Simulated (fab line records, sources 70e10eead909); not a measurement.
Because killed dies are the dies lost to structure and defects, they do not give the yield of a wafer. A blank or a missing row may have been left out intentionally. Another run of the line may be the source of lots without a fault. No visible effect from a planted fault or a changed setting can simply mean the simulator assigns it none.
2 desks looking at one fault | flow nand-harc | each desk holds nothing but its own numbers, with what lay behind them at the end

## TOOL OWNER'S DESK, litho-track-06
The tool's own readings at NHARC_A_CHANNEL_HOLE_D2_PEB_08 (peb time 65 s): means of the sampled wafers that have a number, for each lot that ran on this tool. A lot is out of limits, marked OUT, if its mean lies more than 4 standard deviations from the usual mean; the brackets give that distance.
Columns: A = exhaust-pa at NHARC_A_CHANNEL_HOLE_D2_PEB_08, usual 44.9 Pa; B = heater-power-total-W at NHARC_A_CHANNEL_HOLE_D2_PEB_08, usual 156.6 W
lot  | first seen here | A    | B
L652 | day 14 00:02    | 44.4 | 156.9
L653 | day 14 18:25    | 44.1 | 156.4
L656 | day 15 10:01    | 45.5 | 156.9
L658 | day 16 15:55    | 45.3 | 156.3
L660 | day 17 01:50    | 45.4 | 156.7
L665 | day 18 23:49    | 45.1 | 160.6 (+9.7) OUT
L663 | day 19 00:44    | 43.6 | 164.7 (+20) OUT
This desk finds L663, L665 out of limits, L665 being first, at day 18 23:49 (heater-power-total-W at NHARC_A_CHANNEL_HOLE_D2_PEB_08). Within limits: L652, L653, L656, L658, L660.

## METROLOGY DESK
What the gauges read for every lot (on any tool): the sampled wafers with a number, averaged. A lot is out of limits, marked OUT, if its mean lies more than 4 standard deviations from the usual mean; the brackets give that distance.
Columns: A = cd-nm at NHARC_A_CHANNEL_HOLE_D2_CD_MEAS_10, usual 100.0 nm; B = cd-nm at NHARC_A_CHANNEL_HOLE_D2_CD_MEAS_18, usual 100.0 nm; C = cd-nm at NHARC_A_CHANNEL_HOLE_D2_CD_MEAS_31, usual 90.3 nm
lot  | first seen here | A               | B     | C
L650 | day 13 01:16    | 99.7            | 100.6 | 89.9
L651 | day 13 08:23    | 99.6            | 99.8  | 90.6
L652 | day 14 00:07    | 100.5           | 101.0 | 89.6
L653 | day 14 18:29    | 100.0           | 100.0 | 89.8
L656 | day 15 10:06    | 100.1           | 99.0  | 91.6
L658 | day 16 15:59    | 100.1           | 101.9 | 90.5
L660 | day 17 01:55    | 100.1           | 100.0 | 89.9
L665 | day 18 23:54    | 99.1            | 100.8 | 89.1
L663 | day 19 00:49    | 96.7 (-8.0) OUT | 96.7  | 87.1
L673 | day 23 06:55    | 99.8            | 100.9 | 89.2
This desk finds L663 out of limits, L663 being first, at day 19 00:49 (cd-nm at NHARC_A_CHANNEL_HOLE_D2_CD_MEAS_10). Within limits: L650, L651, L652, L653, L656, L658, L660, L665, L673.

## PUT TOGETHER
The tool owner's desk could have raised an alarm at day 18 23:49, on L663, L665.
The metrology desk could have raised an alarm at day 19 00:49, on L663.
The metrology desk has L665 on record, within its limits.
NHARC_A_CHANNEL_HOLE_D2_PEB_08 was run on litho-track-06 by each of the lots named.

## WHAT HAD BEEN PUT IN BY THE SIMULATOR
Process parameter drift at NHARC_A_CHANNEL_HOLE_D2_PEB_08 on litho-track-06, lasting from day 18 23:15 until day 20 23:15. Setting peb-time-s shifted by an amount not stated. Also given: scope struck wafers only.
Shown lots that were struck: L663, L665.
Hours from the fault's start to each desk's first reading out of limits: the tool owner's desk, 1; the metrology desk, 2.
